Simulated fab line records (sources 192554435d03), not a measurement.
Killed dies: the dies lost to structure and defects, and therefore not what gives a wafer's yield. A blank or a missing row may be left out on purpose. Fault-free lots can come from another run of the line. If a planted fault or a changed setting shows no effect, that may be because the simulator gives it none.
Struck lot and sound lot, side by side	flow n5_finfet	35 steps out of a route of 1938
Sound: wafers L275.1, L275.2, L275.6. Struck: wafer L283.4. (L283.1, L283.5 of the same lot were not struck and are left out.) The cause comes at the end.
Each step with rows lists, per side, the tool, then ch with its chambers, then its first start. Under that, the readings that differ: sound wafers	struck wafers	difference of the means	sigmas: that difference in standard deviations of wafers without a fault.
alike: words and numbers the same on both sides, and readings whose means are apart by under 2 such deviations; not compared: readings that were withheld, readings missing a value for some wafer, numbers with overlapping values and no deviation given by the record, and bounds like >300 which may hide the same value.
A row with sigmas, a row that says differs or no value, or rows on one side alone: a step with any of these is where the two part. When numbers do not overlap yet have no deviation, they are printed without sigmas and do not part them. A reading that every wafer of one side lacks parts them only if that side has two wafers or more.

first, 8 steps without rows for these wafers: N5_ILD0_LINER_00 (material SiNx, target thk 4 nm, pulse time 1 s, purge time 2 s); N5_ILD0_FCVD_FILL_01 (material SiO2 flowable, target thk 200 nm, time 328.3 s); N5_ILD0_CURE_02 (time 1800 s); N5_ILD0_CMP_03 (polishes, stops on SiNx, t overpolish 1.9 s, target thk 197.38 nm); N5_ILD0_CMP_07 (polishes SiO2 flowable, stops on poly-Si, t overpolish 1.18 s, target thk 138.88 nm); N5_ILD0_PRECLEAN_10 (cleans in NF3:NH3, afs cycles 5, time 20 s, sublimation time 60 s); N5_ILD0_ALD_15 (deposits SiNx, target thk 24 nm, pulse time 1 s, ald cycles 480); N5_ILD0_CMP_12 (polishes SiNx, stops on poly-Si, t overpolish 6 s, target thk 17.67 nm).
N5_SDB_HM_DEP_00: deposits SiNx from SiH4/NH3/N2, target thk 40 nm, time 35.3 s.
  sound on pecvd-03 ch 0,1,2, day 5 06:28; struck on pecvd-03 ch 2, day 7 05:44
reading	sound	struck	difference	sigmas
model.SiNx_of_SDB_HM_DEP_00.thk_nm (nm)	39.8 39.4 40.2	75.8	+36.0	
  alike: heater_power_w, rf_fwd_power_W, showerhead_plenum_p_Torr, throttle_valve_pct
then, 13 steps without rows for these wafers: N5_SDB_COAT_03 (time 60 s, resist thk 100 nm); N5_SDB_COAT_04 (time 60 s, resist thk 18 nm); N5_SDB_COAT_05 (resist thk 90 nm); N5_SDB_EBR_07; N5_SDB_SOFTBAKE_06 (time 60 s); N5_SDB_EXPOSE_08 (exposes mask SDB); N5_SDB_PEB_09 (peb time 60 s); N5_SDB_DEVELOP_10 (develop time 30 s); N5_SDB_DESCUM_16 (chemistry O2, time 7.9 s); N5_SDB_ETCH_17 (etches SiARC in CF4, target depth 23.4 nm, time 39 s); N5_SDB_ETCH_18 (etches SOC in N2/H2, target depth 100 nm, overetch 20 nm, time 150 s); N5_SDB_STRIP_19 (strips in N2/H2); N5_SDB_STRIP_21 (strips in CF4).
N5_SDB_HM_OPEN_20: chemistry CH3F/O2, target SiNx, stops on poly-Si, target depth 24 nm.
  sound on rie_diel-05 ch 1,2, day 5 07:14; struck on rie_diel-06 ch 2, day 7 06:53
reading	sound	struck	difference	sigmas
oes_product_au (a.u.)	0.65 0.72 0.65	0.85	+0.18	+3
model.etch.depth_nm (nm)	23.88 23.47 24.12	33.86	+10.04	
  alike: drypump_motor_current_A, rf_fwd_power_W, rf_vpp_V, showerhead_plenum_p_Torr, throttle_valve_pct
  not compared: rf_hours_counter_h
then, 5 steps without rows for these wafers: N5_SDB_STRIP_22 (strips in N2/H2); N5_SDB_PRECLEAN_23 (cleans in dHF, time 30 s); N5_SDB_DUMMY_REMOVE_24 (chemistry TMAH, target poly-Si, stops on SiO2, target depth 142 nm, time 57 s, rinse time 30 s); N5_SDB_ETCH_25 (etches SiO2 in C4F6/O2, target depth 10 nm, time 3.3 s); N5_SDB_CUT_ETCH_26 (etches Si in HBr/Cl2/O2, target depth 129.6 nm, bt time 20 s, time 51.8 s).
N5_SDB_PRECLEAN_38: cleans in dHF, time 10 s.
  sound on wet_bench-04 ch 0,1,2, day 5 07:44; struck on wet_bench-01 ch 4, day 7 07:23
reading	sound	struck	difference	sigmas
model.SiNx_of_SDB_HM_DEP_00.thk_nm (nm)	22.2 21.8 22	57.6	+35.6	
then, 3 steps without rows for these wafers: N5_SDB_PRECLEAN_39 (cleans in O3/DIW, time 45 s); N5_SDB_SRD_28 (time 30 s); N5_SDB_ALD_29 (deposits SiNx, target thk 30 nm, pulse time 1 s, ald cycles 600).
N5_SDB_CMP_30: polishes, stops on poly-Si, t overpolish 1.54 s, target thk 30 nm.
  sound on cmp-04 ch 1,2,3, day 5 10:32; struck on cmp-04 ch 0, day 7 10:11
reading	sound	struck	difference	sigmas
time_to_endpoint_s (s)	15.6 12.9 15.8	29.1	+14.3	+5
  alike: motor_current_A, retaining_ring_pressure_frac
N5_BEOL_M4_RC_MEAS_101:
  the record has rows for the sound wafers here (prober-02 ch 0, day 9 09:39) and none for the struck ones
-- here the record skips 9 days between the struck wafers' starts before and after, leaving off in module BEOL_M4 and picking up in module PASSIVATION (first step shown: number 1936 of the route) --
N5_PASSIVATION_PROBE_49:
  sound on prober-02 at day 14 08:26; struck on prober-01 at day 16 18:32
reading	sound	struck	difference	sigmas
defect_limited_yield (%)	90.6 91.6 92.8	0	-92	-65
killed_at_M4_up	26 15 18	4	-16	-3
killed_at_front_end	32 21 29	1132	+1105	+99 or more
killed_dies	111 99 85	1180	+1082	+64
killed_on_rim	16 18 11	152	+137	+33
sort_bin_5_function (%)	5.9 5.6 4.4	96.5	+91.2	+93
sort_n_pass	1069 1081 1095	0	-1082	-52
sort_yield_pct (%)	90.6 91.6 92.8	0	-92	-54
  alike: killed_at_M0_to_M3, killed_at_contacts, killed_at_other, killed_open, killed_short, sort_bin_6_memory

== WHERE THEY PART ==
At N5_SDB_HM_OPEN_20 first; at N5_PASSIVATION_PROBE_49 last (within this record only).

WHY: whatever the simulator had introduced
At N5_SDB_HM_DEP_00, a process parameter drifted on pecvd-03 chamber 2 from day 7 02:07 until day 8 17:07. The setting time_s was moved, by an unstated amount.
